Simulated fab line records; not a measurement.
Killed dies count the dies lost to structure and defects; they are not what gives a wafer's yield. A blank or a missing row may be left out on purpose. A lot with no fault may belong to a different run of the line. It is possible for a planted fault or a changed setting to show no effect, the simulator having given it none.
fab line records -- flow n5_finfet
record lots=6, wafers=18, last_day=16
route steps=1938 shown BEOL_M4@1052 PASSIVATION@1936
lots that met no fault: taken from a fault-free run of the same line
start_h: hours from the record's first day to the start of the lot's first wafer shown -- wait_h: hours elapsed since this lot's preceding step -- " as in the row above -- L1.1+2: a row that stands for several wafers -- - value missing, or start not given -- * or withheld: withheld -- < > ~ a bound
route shown NAME@n: names a module that has steps shown in the file, with the first one's number in the route -- usual: mean/standard deviation of fault-free wafers -- same: alike in all rows -- chamber/n: place in a boat -- sites: per-site readings -- _std_site: their standard deviation -- _edge_site: mean of outer sites minus mean of inner sites -- radius_mm: for every site, how far away it sits from the centre of the wafer -- mask NAME#n: copy n -- behind: the most recent tool/chamber to have shaped the wafer -- hold: reason for holding the lot/hours on hold/outcome of the hold -- device: names the non-switching transistor (n, p or np) -- end of line: tests of these same wafers at the route's end -- step lacking rows: just its recipe -- killed: dies lost to structure and defects at the first sort, not the wafer's yield -- map: a wafer's dies, marking killed ones x, the rest . and places with no die _
set.NAME: the setting as run; set.NAME@STEP: as run at that earlier step -- model.NAME: the simulator's own value behind a step, which no gauge read
lots at some steps of the route; a table a step, a row a wafer
services: when a tool's chamber went out of use (start_h, in hours from the record's first day, below 0 if earlier), for how many hours, and the reason
## steps
# step N5_BEOL_M4_SOFTBAKE_23
# recipe temp_c=110, time_s=60, resist=CAR-EUV
# step N5_BEOL_M4_EXPOSE_25
# recipe mask_id=V3, na=0.33, source_shape=quasar, sigma_inner=0.2, sigma_outer=0.8, polarization=unpolarized, defocus_nm=5, dose_mj=63
# step N5_BEOL_M4_PEB_26
# recipe peb_temp_c=100, peb_time_s=60, resist=CAR-EUV
# step N5_BEOL_M4_DEVELOP_27
# recipe develop_time_s=30, developer=TMAH, resist=CAR-EUV, rinse_liquid=surfactant_rinse, dry=air_spin, dev_temp_c=23
# step N5_BEOL_M4_CD_MEAS_28
# recipe target_cd_nm=26.2, landing_energy_ev=500, detector=se_inlens, target_cd_y_nm=24.1, polarity=opening
# usual cd_nm=26.18/0.22
# same landing_energy_ev=500
lot.wafer,tool,chamber,start_h,wait_h,cd_nm
L822.2,cd_sem-01,0,174.59,-,26.15
L822.4,cd_sem-01,0,174.59,-,26.17
L822.6,cd_sem-01,0,174.59,-,26.16
L820.2,cd_sem-02,0,175.43,-,25.81
L820.4,cd_sem-02,0,175.43,-,26.40
L820.6,cd_sem-02,0,175.43,-,26.27
L829.1,cd_sem-02,0,231.15,-,26.23
L829.4,cd_sem-02,0,231.15,-,26.49
L829.5,cd_sem-02,0,231.15,-,26.19
L830.1,cd_sem-02,0,233.43,-,26.32
L830.2,cd_sem-02,0,233.43,-,26.38
L830.5,cd_sem-02,0,233.43,-,25.99
L832.1,cd_sem-02,0,241.22,-,26.03
L832.2,cd_sem-02,0,241.22,-,26.19
L832.5,cd_sem-02,0,241.22,-,26.15
L836.3,cd_sem-02,0,261.49,-,26.10
L836.4,cd_sem-02,0,261.49,-,26.06
L836.6,cd_sem-02,0,261.49,-,26.16
# step N5_BEOL_M4_OVL_MEAS_29
# recipe points_per_wafer=522
# usual V3_OVL=-0.1/0.65
lot.wafer,tool,chamber,start_h,wait_h,V3_OVL[nm]
L822.2,overlay-01,0,174.62,0.0,0.5
L822.4,overlay-01,0,174.62,0.0,0.3
L822.6,overlay-01,0,174.62,0.0,0.6
L820.2,overlay-01,0,175.46,0.0,0.4
L820.4,overlay-01,0,175.46,0.0,0.7
L820.6,overlay-01,0,175.46,0.0,-0.4
L829.1,overlay-02,0,231.18,0.0,0.7
L829.4,overlay-02,0,231.18,0.0,-0.3
L829.5,overlay-02,0,231.18,0.0,-0.1
L830.1,overlay-01,0,233.46,0.0,-0.9
L830.2,overlay-01,0,233.46,0.0,-0.7
L830.5,overlay-01,0,233.46,0.0,-0.4
L832.1,overlay-01,0,241.25,0.0,0.2
L832.2,overlay-01,0,241.25,0.0,0.1
L832.5,overlay-01,0,241.25,0.0,0.1
L836.3,overlay-01,0,261.53,0.0,-0.3
L836.4,overlay-01,0,261.53,0.0,-0.3
L836.6,overlay-01,0,261.53,0.0,0.4
# step N5_BEOL_M4_INSPECT_30
# recipe mode=adi, inspect_instrument=brightfield
# usual raw_defect_count=387/85
lot.wafer,tool,chamber,start_h,wait_h,raw_defect_count
L822.2,defect_inspect-02,-,174.68,0.0,347
L822.4,defect_inspect-02,-,174.68,0.0,305
L822.6,defect_inspect-02,-,174.68,0.0,461
L820.2,defect_inspect-02,-,175.51,0.0,587
L820.4,defect_inspect-02,-,175.51,0.0,663
L820.6,defect_inspect-02,-,175.51,0.0,485
L829.1,defect_inspect-02,-,231.24,0.1,359
L829.4,defect_inspect-02,-,231.24,0.1,456
L829.5,defect_inspect-02,-,231.24,0.1,335
L830.1,defect_inspect-02,-,233.51,0.1,452
L830.2,defect_inspect-02,-,233.51,0.1,494
L830.5,defect_inspect-02,-,233.51,0.1,445
L832.1,defect_inspect-01,-,241.30,0.1,267
L832.2,defect_inspect-01,-,241.30,0.1,372
L832.5,defect_inspect-01,-,241.30,0.1,319
L836.3,defect_inspect-01,-,261.58,0.0,380
L836.4,defect_inspect-01,-,261.58,0.0,373
L836.6,defect_inspect-01,-,261.58,0.0,483
# step N5_BEOL_M4_DESCUM_33
# recipe chemistry=O2, time_s=7, source_power_w=50, bias_power_w=20, pressure_mtorr=20, rf_frequency_hz=2.712e+07, temp_c=40, resist=CAR-EUV, o2_flow_sccm=225
# usual chamber_pressure_mTorr=20.001/0.019, drypump_motor_current_A=5.6/0.53, oes_product_au=0.81/0.089, rf_vpp_V=243.1/1.3, showerhead_plenum_p_Torr=2.08/0.073, throttle_valve_pct=20.4/0.32
# same time_s=7
lot.wafer,tool,chamber,start_h,wait_h,chamber_pressure_mTorr,drypump_motor_current_A,oes_product_au,rf_hours_counter_h,rf_vpp_V,showerhead_plenum_p_Torr,throttle_valve_pct
L822.2,rie_diel-01,1,174.90,0.2,19.983,5.0,0.72,177,241.7,2.02,21.1
L822.4,rie_diel-01,3,174.90,0.2,20.024,5.3,0.90,32,242.7,2.03,20.2
L822.6,rie_diel-01,0,174.90,0.2,20.012,4.7,0.73,-,243.3,2.06,20.2
L820.2,rie_diel-02,0,175.55,0.0,19.978,5.5,0.90,36,245.4,2.24,20.4
L820.4,rie_diel-02,1,175.55,0.0,20.012,6.3,0.78,148,241.8,2.03,20.3
L820.6,rie_diel-02,3,175.55,0.0,19.991,6.1,0.99,-,243.2,2.04,20.3
L829.1,rie_diel-01,2,232.55,1.3,20.024,6.2,0.90,26,242.8,2.13,20.2
L829.4,rie_diel-01,0,232.55,1.3,19.984,4.7,0.71,223,240.8,2.05,20.2
L829.5,rie_diel-01,2,232.55,1.3,19.990,6.2,0.90,-,244.1,2.13,20.2
L830.1,rie_diel-02,1,234.37,0.9,20.009,6.3,0.76,170,242.0,2.02,20.3
L830.2,rie_diel-02,0,234.37,0.9,20.006,5.5,0.86,59,245.7,2.23,20.4
L830.5,rie_diel-02,3,234.37,0.9,20.022,6.2,0.91,-,242.5,2.03,20.3
L832.1,rie_diel-06,0,241.34,0.0,19.963,5.7,0.83,76,244.9,2.22,20.2
L832.2,rie_diel-06,3,241.34,0.0,20.022,5.6,0.80,109,241.4,2.01,20.5
L832.5,rie_diel-06,2,241.34,0.0,19.988,5.6,0.69,-,244.6,2.15,20.9
L836.3,rie_diel-06,1,261.73,0.1,20.011,6.3,0.90,42,242.2,2.04,20.2
L836.4,rie_diel-06,2,261.73,0.1,20.003,5.6,0.69,235,244.9,2.15,20.9
L836.6,rie_diel-06,2,261.73,0.1,20.014,5.6,0.69,-,244.8,2.15,20.9
# step N5_BEOL_M4_ETCH_77
# recipe chemistry=N2/H2, target=underlayer, target_depth_a=65, mask_material=CAR-EUV, time_s=5.2, ion_energy_ev=200, pressure_mtorr=30, source_w=840, bias_w=150, n2_flow_sccm=200, h2_flow_sccm=200, ends=cleared
# usual chamber_pressure_mTorr=30.00/0.041, drypump_motor_current_A=5.6/0.53, etch_rf_on_time_s=5.15/0.14, h2_flow_sccm=200.0/0.61, oes_product_au=0.70/0.076, rf_vpp_V=523.5/2.6, showerhead_plenum_p_Torr=2.53/0.088, throttle_valve_pct=17.9/0.31
lot.wafer,tool,chamber,start_h,wait_h,chamber_pressure_mTorr,drypump_motor_current_A,etch_rf_on_time_s,h2_flow_sccm,oes_product_au,rf_hours_counter_h,rf_vpp_V,showerhead_plenum_p_Torr,throttle_valve_pct
L822.2,rie_diel-01,1,174.94,0.0,30.02,5.0,5.27,199.8,0.61,177,520.0,2.44,18.4
L822.4,rie_diel-01,3,174.94,0.0,30.01,5.4,5.26,200.2,0.77,32,521.4,2.46,17.6
L822.6,rie_diel-01,0,174.94,0.0,29.90,4.7,5.38,201.3,0.62,-,521.1,2.53,17.8
L820.2,rie_diel-02,0,175.58,0.0,30.06,5.6,5.03,199.9,0.77,36,528.4,2.71,17.9
L820.4,rie_diel-02,1,175.58,0.0,29.99,6.3,5.21,201.0,0.67,148,520.7,2.45,17.7
L820.6,rie_diel-02,3,175.58,0.0,29.97,6.1,5.12,199.5,0.85,-,524.0,2.48,17.6
L829.1,rie_diel-01,2,232.58,0.0,30.02,6.2,5.25,198.9,0.75,26,525.3,2.59,17.7
L829.4,rie_diel-01,0,232.58,0.0,30.01,4.7,5.31,199.3,0.59,223,525.2,2.52,17.8
L829.5,rie_diel-01,2,232.58,0.0,29.98,6.2,5.22,199.0,0.77,-,523.3,2.59,17.7
L830.1,rie_diel-02,1,234.40,0.0,29.98,6.3,5.27,200.1,0.64,170,521.6,2.44,17.7
L830.2,rie_diel-02,0,234.40,0.0,29.99,5.5,5.08,199.7,0.72,59,526.4,2.70,17.9
L830.5,rie_diel-02,3,234.40,0.0,29.97,6.1,5.13,200.6,0.79,-,521.5,2.47,17.7
L832.1,rie_diel-06,0,241.37,0.0,30.01,5.7,4.88,199.9,0.72,76,525.2,2.68,17.6
L832.2,rie_diel-06,3,241.37,0.0,30.11,5.6,4.93,199.3,0.69,109,520.9,2.46,18.0
L832.5,rie_diel-06,2,241.37,0.0,29.98,5.6,5.11,199.8,0.59,-,524.4,2.62,18.5
L836.3,rie_diel-06,1,261.77,0.0,29.97,6.3,4.87,201.1,0.77,42,522.3,2.47,17.5
L836.4,rie_diel-06,2,261.77,0.0,30.06,5.6,5.10,200.0,0.60,235,526.8,2.62,18.5
L836.6,rie_diel-06,2,261.77,0.0,30.02,5.6,5.04,200.2,0.59,-,526.5,2.62,18.4
# step N5_BEOL_M4_ETCH_69
# recipe chemistry=CF4, target=SiARC, target_depth_a=156, mask_material=CAR-EUV, time_s=26, ion_energy_ev=80, pressure_mtorr=40, source_w=545, bias_w=36, Ar_flow_sccm=100, cf4_flow_sccm=100, ends=cleared
# usual chamber_pressure_mTorr=40.00/0.034, drypump_motor_current_A=5.6/0.53, etch_rf_on_time_s=25.7/0.68, oes_product_au=0.70/0.076, rf_vpp_V=183.9/1.3, showerhead_plenum_p_Torr=2.13/0.072, throttle_valve_pct=15.61/0.22
lot.wafer,tool,chamber,start_h,wait_h,chamber_pressure_mTorr,drypump_motor_current_A,etch_rf_on_time_s,oes_product_au,rf_hours_counter_h,rf_vpp_V,showerhead_plenum_p_Torr,throttle_valve_pct
L822.2,rie_diel-01,1,174.95,0.0,40.03,5.0,26.2,0.62,177,182.2,2.05,15.98
L822.4,rie_diel-01,3,174.95,0.0,40.00,5.4,26.4,0.76,32,185.6,2.10,15.38
L822.6,rie_diel-01,0,174.95,0.0,40.10,4.7,26.6,0.62,-,182.3,2.11,15.55
L820.2,rie_diel-02,0,175.60,0.0,40.01,5.5,25.5,0.77,36,185.0,2.28,15.49
L820.4,rie_diel-02,1,175.60,0.0,40.02,6.3,26.0,0.66,148,184.4,2.08,15.51
L820.6,rie_diel-02,3,175.60,0.0,39.99,6.1,25.4,0.84,-,183.5,2.11,15.50
L829.1,rie_diel-01,2,232.60,0.0,40.03,6.2,26.3,0.77,26,183.4,2.19,15.46
L829.4,rie_diel-01,0,232.60,0.0,40.03,4.7,26.4,0.60,223,182.3,2.11,15.60
L829.5,rie_diel-01,2,232.60,0.0,39.96,6.2,26.2,0.77,-,183.8,2.19,15.46
L830.1,rie_diel-02,1,234.42,0.0,39.98,6.4,26.1,0.64,170,181.1,2.07,15.55
L830.2,rie_diel-02,0,234.42,0.0,39.97,5.5,25.2,0.74,59,186.4,2.27,15.52
L830.5,rie_diel-02,3,234.42,0.0,40.00,6.1,25.2,0.79,-,183.3,2.10,15.56
L832.1,rie_diel-06,0,241.39,0.0,40.05,5.7,24.9,0.72,76,185.0,2.25,15.44
L832.2,rie_diel-06,3,241.39,0.0,40.00,5.5,24.3,0.69,109,181.3,2.06,15.67
L832.5,rie_diel-06,2,241.39,0.0,40.00,5.6,25.5,0.60,-,184.5,2.19,16.02
L836.3,rie_diel-06,1,261.78,0.0,40.02,6.2,24.3,0.78,42,182.2,2.09,15.39
L836.4,rie_diel-06,2,261.78,0.0,40.00,5.5,25.4,0.59,235,184.5,2.19,16.05
L836.6,rie_diel-06,2,261.78,0.0,39.94,5.5,25.4,0.60,-,185.4,2.19,16.04
# step N5_BEOL_M4_ALD_98
# recipe material=SiO2, target_thk_a=25, temp_c=100, ald_precursor_family=BDEAS, ald_co_reactant=O2-plasma, pulse_time_s=1, co_reactant_pulse_time_s=1, purge_time_s=2, co_reactant_purge_time_s=2, ald_cycles=17, pressure_torr=2
# usual heater_power_w=77/11, precursor_pulse_height_rel=1.000/0.019
# same purge_time_s=2
lot.wafer,tool,chamber,start_h,wait_h,heater_power_w,precursor_pulse_height_rel
L822.2,ald_sin-04,0,175.14,0.2,75,0.994
L822.4,ald_sin-04,2,175.14,0.2,66,0.993
L822.6,ald_sin-04,3,175.14,0.2,71,1.008
L820.2,ald_sin-04,2,176.01,0.4,68,0.991
L820.4,ald_sin-04,0,176.01,0.4,76,1.002
L820.6,ald_sin-04,0,176.01,0.4,75,1.010
L829.1,ald_sin-03,1,232.81,0.2,106,1.029
L829.4,ald_sin-03,2,232.81,0.2,91,0.968
L829.5,ald_sin-03,1,232.81,0.2,107,1.005
L830.1,ald_sin-03,3,234.67,0.2,82,1.010
L830.2,ald_sin-03,0,234.67,0.2,64,0.958
L830.5,ald_sin-03,1,234.67,0.2,105,0.979
L832.1,ald_sin-02,2,241.47,0.1,73,1.018
L832.2,ald_sin-02,1,241.47,0.1,85,1.033
L832.5,ald_sin-02,3,241.47,0.1,84,1.000
L836.3,ald_sin-03,1,261.93,0.1,108,0.985
L836.4,ald_sin-03,0,261.93,0.1,63,1.010
L836.6,ald_sin-03,1,261.93,0.1,104,1.001
# step N5_BEOL_M4_ETCHBACK_99
# recipe chemistry=CHF3, target=SiO2, target_depth_a=50, time_s=10.4, source_w=215, bias_w=47, Ar_flow_sccm=200, CHF3_flow_sccm=12, ion_energy_ev=100, pressure_mtorr=30
# usual chamber_pressure_mTorr=29.999/0.026, drypump_motor_current_A=5.6/0.5, oes_product_au=0.81/0.085, rf_vpp_V=239/4.5, showerhead_plenum_p_Torr=2.15/0.081, throttle_valve_pct=17.09/0.26
# same time_s=10.4
lot.wafer,tool,chamber,start_h,wait_h,chamber_pressure_mTorr,drypump_motor_current_A,oes_product_au,rf_hours_counter_h,rf_vpp_V,showerhead_plenum_p_Torr,throttle_valve_pct
L822.2,rie_diel-01,2,175.35,0.2,30.019,6.2,0.95,6,239,2.21,16.90
L822.4,rie_diel-01,3,175.35,0.2,29.996,5.4,0.89,32,248,2.10,16.86
L822.6,rie_diel-01,2,175.35,0.2,29.989,6.2,0.96,-,239,2.21,16.92
L820.2,rie_diel-06,0,176.13,0.1,30.048,5.7,0.88,58,239,2.29,16.93
L820.4,rie_diel-06,1,176.13,0.1,29.987,6.3,0.96,-,242,2.10,16.75
L820.6,rie_diel-06,0,176.13,0.1,29.996,5.7,0.86,-,239,2.29,16.92
L829.1,rie_diel-06,3,233.08,0.2,30.013,5.6,0.80,106,235,2.08,17.20
L829.4,rie_diel-06,2,233.08,0.2,29.990,5.5,0.70,225,232,2.21,17.54
L829.5,rie_diel-06,2,233.08,0.2,30.050,5.5,0.70,-,233,2.21,17.55
L830.1,rie_diel-06,2,236.07,1.4,30.002,5.5,0.70,227,231,2.21,17.54
L830.2,rie_diel-06,1,236.07,1.4,30.010,6.2,0.90,34,242,2.10,16.78
L830.5,rie_diel-06,1,236.07,1.4,29.973,6.2,0.91,-,241,2.10,16.79
L832.1,rie_diel-01,1,241.98,0.5,29.988,5.0,0.71,201,241,2.05,17.55
L832.2,rie_diel-01,3,241.98,0.5,30.008,5.4,0.86,57,247,2.10,16.89
L832.5,rie_diel-01,0,241.98,0.5,29.995,4.7,0.71,-,236,2.10,16.95
L836.3,rie_diel-01,0,263.86,1.9,29.942,4.7,0.70,236,237,2.10,16.99
L836.4,rie_diel-01,1,263.86,1.9,30.007,5.0,0.70,-,242,2.05,17.57
L836.6,rie_diel-01,0,263.86,1.9,30.005,4.7,0.70,-,237,2.10,16.97
# step N5_BEOL_M4_ETCH_70
# recipe chemistry=N2/H2, target=SOC, target_depth_a=800, overetch_a=240, mask_material=SiARC, temp_c=40, time_s=130, ion_energy_ev=200, pressure_mtorr=30, source_w=840, bias_w=150, n2_flow_sccm=200, h2_flow_sccm=200
# usual chamber_pressure_mTorr=30.000/0.029, drypump_motor_current_A=5.6/0.5, h2_flow_sccm=200.0/0.61, oes_product_au=0.59/0.06, rf_vpp_V=523.6/2.6, showerhead_plenum_p_Torr=2.54/0.091, throttle_valve_pct=17.8/0.32
# same time_s=130
lot.wafer,tool,chamber,start_h,wait_h,chamber_pressure_mTorr,drypump_motor_current_A,h2_flow_sccm,oes_product_au,rf_hours_counter_h,rf_vpp_V,showerhead_plenum_p_Torr,throttle_valve_pct
L822.2,rie_diel-01,2,175.38,0.0,29.991,6.2,200.4,0.70,6,524.9,2.60,17.6
L822.4,rie_diel-01,3,175.38,0.0,29.957,5.4,200.1,0.66,32,522.9,2.46,17.6
L822.6,rie_diel-01,2,175.38,0.0,30.013,6.1,200.4,0.71,-,524.6,2.60,17.6
L820.2,rie_diel-06,0,176.16,0.0,30.001,5.7,199.7,0.61,58,527.9,2.69,17.6
L820.4,rie_diel-06,1,176.16,0.0,29.977,6.3,199.5,0.68,-,521.9,2.48,17.4
L820.6,rie_diel-06,0,176.16,0.0,30.037,5.7,199.1,0.63,-,527.5,2.69,17.6
L829.1,rie_diel-06,3,233.11,0.0,30.014,5.6,219.7,0.57,106,522.1,2.52,18.5
L829.4,rie_diel-06,2,233.11,0.0,29.966,5.6,219.6,0.52,225,526.4,2.68,19.0
L829.5,rie_diel-06,2,233.11,0.0,30.013,5.6,219.9,0.51,-,525.6,2.68,19.0
L830.1,rie_diel-06,2,236.11,0.0,30.057,5.5,220.5,0.51,227,526.0,2.68,19.1
L830.2,rie_diel-06,1,236.11,0.0,30.011,6.3,220.5,0.65,34,522.2,2.54,18.0
L830.5,rie_diel-06,1,236.11,0.0,29.973,6.3,219.5,0.65,-,521.5,2.54,18.0
L832.1,rie_diel-01,1,242.02,0.0,29.997,5.0,201.1,0.53,201,520.0,2.43,18.4
L832.2,rie_diel-01,3,242.02,0.0,30.006,5.4,200.9,0.64,57,523.5,2.45,17.6
L832.5,rie_diel-01,0,242.02,0.0,30.042,4.7,199.6,0.52,-,521.9,2.52,17.8
L836.3,rie_diel-01,0,263.90,0.0,29.988,4.7,200.2,0.52,236,523.0,2.52,17.8
L836.4,rie_diel-01,1,263.90,0.0,29.993,5.0,200.1,0.52,-,520.8,2.43,18.4
L836.6,rie_diel-01,0,263.90,0.0,30.000,4.7,200.1,0.52,-,521.9,2.52,17.8
# step N5_BEOL_M4_STRIP_71
# recipe chemistry=N2/H2, temp_c=40, n2_flow_sccm=200, h2_flow_sccm=200, rf_frequency_hz=6e+07
# step N5_BEOL_M4_RC_MEAS_101
# usual DIBL_N=36.8/1.5, DIBL_P=37.1/2.1, IOFF_N=0.168/0.03, IOFF_P=0.22/0.034, ION_N=679/12, ION_P=466/8, SS_N=71.7/0.58, SS_P=73.5/0.67, VT_N=248.8/2.7, VT_P=-250/3.3
lot.wafer,tool,chamber,start_h,wait_h,DIBL_N[mV/V],DIBL_P[mV/V],IOFF_N[nA/um],IOFF_P[nA/um],ION_N[uA/um],ION_P[uA/um],SS_N[mV/dec],SS_P[mV/dec],VT_N[mV],VT_P[mV]
L822.2,prober-02,0,179.72,0.2,37.0,38.1,0.181,0.24,689,472,72.0,73.5,247.1,-250
L822.4,prober-02,0,179.72,0.2,35.9,37.1,0.148,0.22,671,464,71.5,73.0,252.6,-250
L822.6,prober-02,0,179.72,0.2,38.3,39.8,0.207,0.27,684,472,72.3,73.8,245.8,-246
L820.2,prober-01,0,181.64,0.2,38.3,38.9,0.182,0.25,690,470,71.7,73.5,243.2,-247
L820.4,prober-01,0,181.64,0.2,35.0,34.0,0.110,0.17,651,459,71.0,71.8,250.6,-253
L820.6,prober-01,0,181.64,0.2,36.2,35.3,0.132,0.18,668,463,70.8,72.6,251.6,-251
L829.1,prober-01,0,237.24,0.0,36.7,34.8,0.153,0.19,673,458,71.5,73.8,249.5,-255
L829.4,prober-01,0,237.24,0.0,34.9,34.6,0.138,0.19,665,457,70.9,73.4,250.2,-254
L829.5,prober-01,0,237.24,0.0,35.7,34.3,0.158,0.18,678,457,71.0,73.2,247.7,-254
L830.1,prober-02,0,240.32,0.0,40.2,41.8,0.242,0.28,691,470,72.5,74.8,245.4,-246
L830.2,prober-02,0,240.32,0.0,34.4,35.9,0.125,0.19,652,459,71.3,73.3,252.5,-249
L830.5,prober-02,0,240.32,0.0,37.3,39.9,0.182,0.24,673,461,72.7,74.3,248.5,-248
L832.1,prober-02,0,246.51,0.0,36.5,35.4,0.151,0.23,669,462,72.3,74.0,251.1,-251
L832.2,prober-02,0,246.51,0.0,35.9,33.7,0.133,0.20,658,460,71.4,73.4,252.0,-249
L832.5,prober-02,0,246.51,0.0,35.8,34.1,0.135,0.20,660,457,71.8,73.0,253.2,-251
L836.3,prober-01,0,268.76,0.3,39.5,39.8,0.219,0.28,721,484,71.9,75.0,243.3,-248
L836.4,prober-01,0,268.76,0.3,38.2,38.4,0.191,0.25,708,483,72.1,74.7,244.5,-248
L836.6,prober-01,0,268.76,0.3,36.8,35.6,0.149,0.20,683,468,71.5,72.9,251.1,-250
# step N5_PASSIVATION_PROBE_49
# usual defect_limited_yield=91.0/1.5, killed_at_M0_to_M3=34/11, killed_at_M4_up=14/5.3, killed_at_contacts=13/7, killed_at_front_end=41/13, killed_at_other=4/3.1, killed_dies=106/17, killed_open=70/12, killed_short=35/8, sort_bin_5_function=5.2/0.98, sort_bin_6_memory=3.4/0.69, sort_n_pass=1074/17, sort_yield_pct=91.0/1.5
# same gross_dies=1180, killed_at_back_side=0, sort_bin_4_leakage[%]=0, sort_bin_8_speed[%]=0
lot.wafer,tool,chamber,start_h,wait_h,defect_limited_yield[%],killed_at_M0_to_M3,killed_at_M4_up,killed_at_contacts,killed_at_front_end,killed_at_other,killed_dies,killed_open,killed_short,sort_bin_5_function[%],sort_bin_6_memory[%],sort_n_pass,sort_yield_pct[%]
L829.1,prober-02,-,339.59,0.0,91.4,15,13,15,55,4,102,58,39,4.8,3.1,1078,91.4
L829.4,prober-02,-,339.74,0.2,90.6,19,10,10,62,10,111,77,33,5.9,3.3,1069,90.6
L829.5,prober-02,-,339.79,0.2,91.4,26,5,15,52,3,101,63,37,5.4,2.5,1079,91.4
L836.3,prober-02,-,392.72,0.1,89.2,41,18,19,38,11,127,69,55,6.0,4.1,1053,89.2
L836.4,prober-02,-,392.77,0.2,90.4,27,15,5,62,4,113,71,41,4.7,4.7,1067,90.4
L836.6,prober-02,-,392.87,0.3,90.7,34,16,9,42,9,110,69,39,4.7,4.1,1070,90.7
# killed by level:class
L829.1 STI_FIN_REVEAL:geometric_particle:open=22 FIN_SAQP:geometric_particle:short=12 MOL_CONTACT_COAG:geometric_particle:open=11 STI_FIN_REVEAL:geometric_particle:short=7 BEOL_M0_SAQP:geometric_particle:short=6 FIN_SAQP:geometric_particle:open=5 MOL_CONTACT_COAG:geometric_particle:short=4 BEOL_M4:geometric_particle:open=4
L829.4 STI_FIN_REVEAL:geometric_particle:open=22 FIN_SAQP:geometric_particle:short=11 FIN_SAQP:geometric_particle:open=8 MOL_CONTACT_COAG:geometric_particle:open=7 BEOL_M0_SAQP:geometric_particle:short=6 GATE_CUT:geometric_particle:open=5 BEOL_M4:geometric_particle:open=5 MIM_TOP:geometric_particle:short=4
L829.5 STI_FIN_REVEAL:geometric_particle:open=15 FIN_SAQP:geometric_particle:open=12 MOL_CONTACT_COAG:geometric_particle:open=10 FIN_SAQP:geometric_particle:short=8 BEOL_M0_SAQP:geometric_particle:open=6 MOL_CONTACT_COAG:geometric_particle:short=5 BEOL_M0_SAQP:geometric_particle:short=5 BEOL_M0:geometric_particle:short=4
L836.3 MOL_CONTACT_COAG:geometric_particle:open=12 BEOL_M0_SAQP:geometric_particle:short=10 BEOL_M0_SAQP:geometric_particle:open=10 FIN_SAQP:geometric_particle:short=7 MOL_CONTACT_COAG:geometric_particle:short=7 STI_FIN_REVEAL:geometric_particle:open=6 BEOL_M1:geometric_particle:open=6 BEOL_M4:geometric_particle:open=6
L836.4 STI_FIN_REVEAL:geometric_particle:open=28 STI_FIN_REVEAL:geometric_particle:short=10 BEOL_M0_SAQP:geometric_particle:short=8 BEOL_M3:geometric_particle:open=8 GATE_CUT:geometric_particle:short=7 FIN_SAQP:geometric_particle:open=5 BEOL_M0:geometric_particle:open=5 BEOL_M5:geometric_particle:open=5
L836.6 STI_FIN_REVEAL:geometric_particle:open=16 BEOL_M0_SAQP:geometric_particle:short=14 MOL_CONTACT_COAG:geometric_particle:open=8 BEOL_M2:geometric_particle:open=8 STI_FIN_REVEAL:geometric_particle:short=5 GATE_CUT:geometric_particle:open=5 GATE_CUT:geometric_particle:short=4 BEOL_M4:geometric_particle:open=4
## services
tool,chamber,start_h,hours,kind
rie_diel-02,1,158.46,5.5,repair
ald_sin-04,-,176.82,14.0,pm
ald_sin-04,0,176.82,14.0,vent_cycle
ald_sin-04,1,176.82,14.0,vent_cycle
ald_sin-04,2,176.82,14.0,vent_cycle
ald_sin-04,3,176.82,14.0,vent_cycle
ald_sin-02,1,187.06,8.4,repair
ald_sin-04,0,190.82,-,clean
ald_sin-04,1,190.82,-,clean
ald_sin-04,2,190.82,-,clean
ald_sin-04,3,190.82,-,clean
ald_sin-02,-,206.86,2.8,pm
rie_diel-06,-,215.62,15.6,pm
ald_sin-02,3,223.33,2.2,repair
rie_diel-02,2,235.45,2.4,repair
ald_sin-03,3,241.06,5.0,repair
rie_diel-01,3,246.14,18.9,repair
ald_sin-02,-,259.92,0.6,repair
## key
first_sign step=N5_BEOL_M4_ETCH_70, reading=h2_flow_sccm, direction=up, sigmas=33, usual=200.0, struck=220.0
effect step=N5_BEOL_M4_ETCH_70, reading=throttle_valve_pct, direction=up, sigmas=2.5, usual=*, struck=*, wafers_moved=3
met_at N5_BEOL_M4_ETCH_70
struck_wafers L829.1,L829.4,L829.5,L830.1,L830.2,L830.5
onset_between 176.16 233.11
fault kind=process_parameter_drift, tool=rie_diel-06, chamber=-, onset_h=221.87, steps=N5_BEOL_M4_ETCH_70, channel=h2_flow_sccm, offset=20, shape=step, end_h=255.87, acts_in=these_recipes_only, stated=200
